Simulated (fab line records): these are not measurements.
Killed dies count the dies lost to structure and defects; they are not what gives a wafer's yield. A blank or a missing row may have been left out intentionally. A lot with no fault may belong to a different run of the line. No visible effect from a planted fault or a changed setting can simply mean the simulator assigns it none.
Matching of chambers	flow n5-finfet	N5_BEOL_M2_ALD_84 on ald-metal-02 has 4 sister chambers
The step deposits TaN, pulse time 2 s, purge time 3 s, co reactant purge time 2 s. 4 wafers are shown with their chamber, then 11 later ones without.

WAFERS, EACH WITH ITS CHAMBER
wafer	chamber	heater-power-w (W)
L076.5	1	358
L088.2	2	410
L088.4	0	416
L087.4	3	402

WAFERS MISSING THEIR CHAMBER
wafer	heater-power-w (W)
L087.5	369
L087.6	422
L090.1	397
L090.2	422
L090.4	378
L091.1	385
L091.3	368
L091.6	369
L097.1	409
L097.3	415
L097.5	407

WHICH CHAMBER EACH ONE RAN IN
wafer	from the rows above	in truth
L087.5	1	1
L087.6	can't be placed: 0 or 2 or 3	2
L090.1	can't be placed: 3 or 2 or 0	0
L090.2	can't be placed: 0 or 2 or 3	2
L090.4	can't be placed: 1 or 3 or 2 or 0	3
L091.1	can't be placed: 3 or 2 or 1 or 0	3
L091.3	1	1
L091.6	1	1
L097.1	can't be placed: 2 or 0 or 3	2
L097.3	can't be placed: 0 or 2 or 3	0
L097.5	can't be placed: 2 or 3 or 0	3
3 of 11 placed correctly. Can't be placed from these rows: 8 (the true chamber is among the candidates in 8). Wrongly placed: 0.
How it was worked out, from the rows above alone: a wafer's distance from a chamber is the root of the sum, over the readings, of the square of ((its reading less the chamber's mean) divided by the reading's scatter). If the next closest chamber is less than 2 further off than the closest, the wafer can't be placed; otherwise it belongs to the closest. For every chamber, the mean is computed from those of its wafers that are shown. The scatter (one wafer shown for each chamber): square how far every hidden wafer sits from the nearest shown wafer, average those squares and take the square root.
